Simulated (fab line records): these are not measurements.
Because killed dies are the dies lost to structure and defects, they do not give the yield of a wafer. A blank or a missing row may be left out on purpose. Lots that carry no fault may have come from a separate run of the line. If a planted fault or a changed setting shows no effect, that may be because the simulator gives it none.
The tool behind it: which one? || flow nand harc || Sampling: 12 lots, 36 wafers, 6 of 1159 route steps

== WHAT EACH GAUGE READ, for each wafer ==
NHARC_A_CONTACT_INSPECT_71.
{"lot": "L076", "measured": "day 17 06:10", "on": "defect inspect-01", "raw defect count": "32 26 35"}
{"lot": "L075", "measured": "day 17 01:17", "on": "defect inspect-01", "raw defect count": "7 7 9"}
{"lot": "L080", "measured": "day 18 02:25", "on": "defect inspect-02", "raw defect count": "18 16 21"}
{"lot": "L083", "measured": "day 18 18:26", "on": "defect inspect-01", "raw defect count": "34 23 30"}
{"lot": "L084", "measured": "day 19 03:43", "on": "defect inspect-02", "raw defect count": "12 7 11"}
{"lot": "L085", "measured": "day 19 20:20", "on": "defect inspect-02", "raw defect count": "22 27 31"}
{"lot": "L087", "measured": "day 19 18:13", "on": "defect inspect-01", "raw defect count": "13 9 6"}
{"lot": "L090", "measured": "day 20 14:21", "on": "defect inspect-02", "raw defect count": "44 48 38"}
{"lot": "L091", "measured": "day 21 04:25", "on": "defect inspect-01", "raw defect count": "19 15 10"}
{"lot": "L094", "measured": "day 21 19:14", "on": "defect inspect-02", "raw defect count": "61 62 54"}
{"lot": "L095", "measured": "day 22 01:44", "on": "defect inspect-02", "raw defect count": "57 37 51"}
{"lot": "L097", "measured": "day 23 11:56", "on": "defect inspect-01", "raw defect count": "22 27 18"}

== EACH LOT AND THE TOOL THAT RAN IT (in order: tool; ch and the chambers of the sampled wafers; start) ==
{"lot": "L076", "NHARC_A_WL_FILL_ETCHBACK_04": "rie metal-02 ch 0,1, day 15 11:41", "NHARC_A_WL_FILL_ALD_10": "ald hk-02 ch 0,1,3, day 15 18:02", "NHARC_A_CONTACT_ETCH_115": "har cap etch-01 ch 0,1, day 17 00:56", "NHARC_A_CONTACT_ETCH_121": "har cap etch-01 ch 0,1, day 17 01:29", "NHARC_A_CONTACT_ETCH_96": "rie diel-01 ch 0,1,3, day 17 06:10 or earlier"}
{"lot": "L075", "NHARC_A_WL_FILL_ETCHBACK_04": "rie metal-03 ch 0,1, day 15 14:31", "NHARC_A_WL_FILL_ALD_10": "ald hk-01 ch 1,2,3, day 15 17:32", "NHARC_A_CONTACT_ETCH_115": "har cap etch-03 ch 0,1, day 16 20:02", "NHARC_A_CONTACT_ETCH_121": "har cap etch-03 ch 0,1, day 16 20:35", "NHARC_A_CONTACT_ETCH_96": "rie diel-01 ch 0,2,3, day 17 01:17 or earlier"}
{"lot": "L080", "NHARC_A_WL_FILL_ETCHBACK_04": "rie metal-01 ch 0,1, day 16 14:58", "NHARC_A_WL_FILL_ALD_10": "ald hk-03 ch 1,3, day 16 21:18", "NHARC_A_CONTACT_ETCH_115": "har cap etch-03 ch 0,1, day 17 20:28", "NHARC_A_CONTACT_ETCH_121": "har cap etch-03 ch 0,1, day 17 21:01", "NHARC_A_CONTACT_ETCH_96": "rie diel-02 ch 0,2,3, day 18 02:25 or earlier"}
{"lot": "L083", "NHARC_A_WL_FILL_ETCHBACK_04": "rie metal-03 ch 0,1, day 17 07:45", "NHARC_A_WL_FILL_ALD_10": "ald hk-01 ch 0,1,2, day 17 13:22", "NHARC_A_CONTACT_ETCH_115": "har cap etch-03 ch 0,1, day 18 13:16", "NHARC_A_CONTACT_ETCH_121": "har cap etch-03 ch 0,1, day 18 13:48", "NHARC_A_CONTACT_ETCH_96": "rie diel-02 ch 0,2,3, day 18 18:26 or earlier"}
{"lot": "L084", "NHARC_A_WL_FILL_ETCHBACK_04": "rie metal-02 ch 0,1, day 17 15:01", "NHARC_A_WL_FILL_ALD_10": "ald hk-01 ch 0,3, day 17 20:35", "NHARC_A_CONTACT_ETCH_115": "har cap etch-01 ch 0, day 18 22:35", "NHARC_A_CONTACT_ETCH_121": "har cap etch-01 ch 0, day 18 23:07", "NHARC_A_CONTACT_ETCH_96": "rie diel-12 ch 2,3, day 19 00:04"}
{"lot": "L085", "NHARC_A_WL_FILL_ETCHBACK_04": "rie metal-02 ch 0,1, day 18 07:32", "NHARC_A_WL_FILL_ALD_10": "ald hk-01 ch 0,1,2, day 18 16:33", "NHARC_A_CONTACT_ETCH_115": "har cap etch-02 ch 0,1, day 19 14:42", "NHARC_A_CONTACT_ETCH_121": "har cap etch-02 ch 0,1, day 19 15:15", "NHARC_A_CONTACT_ETCH_96": "rie diel-12 ch 1,2,3, day 19 16:10"}
{"lot": "L087", "NHARC_A_WL_FILL_ETCHBACK_04": "rie metal-03 ch 0,1, day 18 10:20", "NHARC_A_WL_FILL_ALD_10": "ald hk-02 ch 0,2,3, day 18 15:55", "NHARC_A_CONTACT_ETCH_115": "har cap etch-03 ch 1, day 19 12:59", "NHARC_A_CONTACT_ETCH_121": "har cap etch-03 ch 1, day 19 13:31", "NHARC_A_CONTACT_ETCH_96": "rie diel-12 ch 1,2,3, day 19 14:28"}
{"lot": "L090", "NHARC_A_WL_FILL_ETCHBACK_04": "rie metal-03 ch 0,1, day 19 00:38", "NHARC_A_WL_FILL_ALD_10": "ald hk-01 ch 0,1,3, day 19 11:29", "NHARC_A_CONTACT_ETCH_115": "har cap etch-02 ch 0,1, day 20 09:14", "NHARC_A_CONTACT_ETCH_121": "har cap etch-02 ch 0,1, day 20 09:46", "NHARC_A_CONTACT_ETCH_96": "rie diel-02 ch 0,1,2, day 20 14:21 or earlier"}
{"lot": "L091", "NHARC_A_WL_FILL_ETCHBACK_04": "rie metal-01 ch 0,1, day 19 15:10", "NHARC_A_WL_FILL_ALD_10": "ald hk-02 ch 0,2, day 19 22:55", "NHARC_A_CONTACT_ETCH_115": "har cap etch-01 ch 1, day 20 20:17", "NHARC_A_CONTACT_ETCH_121": "har cap etch-01 ch 1, day 20 20:50", "NHARC_A_CONTACT_ETCH_96": "rie diel-01 ch 0,1,3, day 21 04:25 or earlier"}
{"lot": "L094", "NHARC_A_WL_FILL_ETCHBACK_04": "rie metal-02 ch 0,1, day 20 05:53", "NHARC_A_WL_FILL_ALD_10": "ald hk-02 ch 0,2,3, day 20 13:05", "NHARC_A_CONTACT_ETCH_115": "har cap etch-01 ch 0,1, day 21 13:31", "NHARC_A_CONTACT_ETCH_121": "har cap etch-01 ch 0,1, day 21 14:04", "NHARC_A_CONTACT_ETCH_96": "rie diel-02 ch 0,2,3, day 21 19:14 or earlier"}
{"lot": "L095", "NHARC_A_WL_FILL_ETCHBACK_04": "rie metal-02 ch 0, day 20 09:25", "NHARC_A_WL_FILL_ALD_10": "ald hk-03 ch 2,3, day 20 14:59", "NHARC_A_CONTACT_ETCH_115": "har cap etch-01 ch 0, day 21 20:37", "NHARC_A_CONTACT_ETCH_121": "har cap etch-01 ch 0, day 21 21:10", "NHARC_A_CONTACT_ETCH_96": "rie diel-02 ch 1,2, day 22 01:44 or earlier"}
{"lot": "L097", "NHARC_A_WL_FILL_ETCHBACK_04": "rie metal-02 ch 0,1, day 21 14:44", "NHARC_A_WL_FILL_ALD_10": "ald hk-01 ch 0,2, day 22 00:41", "NHARC_A_CONTACT_ETCH_115": "har cap etch-01 ch 0,1, day 23 03:44", "NHARC_A_CONTACT_ETCH_121": "har cap etch-01 ch 0,1, day 23 04:17", "NHARC_A_CONTACT_ETCH_96": "rie diel-01 ch 0,1,2, day 23 11:56 or earlier"}
- NHARC_A_WL_FILL_ETCHBACK_04: etches the open film in NF3, target depth 60 nm, time 120 s.
- NHARC_A_WL_FILL_ALD_10: deposits SiO2, target thk 50 nm, pulse time 10 s, ald cycles 500.
- NHARC_A_CONTACT_ETCH_115: etches the open film in C4F8/O2/Ar, time 94 s, target depth 922 nm.
- NHARC_A_CONTACT_ETCH_121: etches the open film in C4F8/O2/Ar, time 94 s, target depth 922 nm.
- NHARC_A_CONTACT_ETCH_96: etches the open film in C4F6/O2, target depth 20 nm, time 10 s.

== THE ANSWER, worked out from the rows above alone ==
Rule: the lots themselves supply what counts as usual. Put in order of their means at a reading, lots are off if they are a third of the lots or fewer, leave a main group of 4 or more, and stand apart from it by a gap of 3 or more times the standard deviation of the main group's means; of several such gaps the widest counts. The tables above print the reading to a certain number of digits; a main group whose means all agree to those digits is not used. A lot without any number at a reading at which 4 lots or more have one is off too. The other lots that the step has rows for count as sound.
No lot is off at any reading shown: from this, nothing can be told.

== WHAT WAS PUT IN BY THE SIMULATOR ==
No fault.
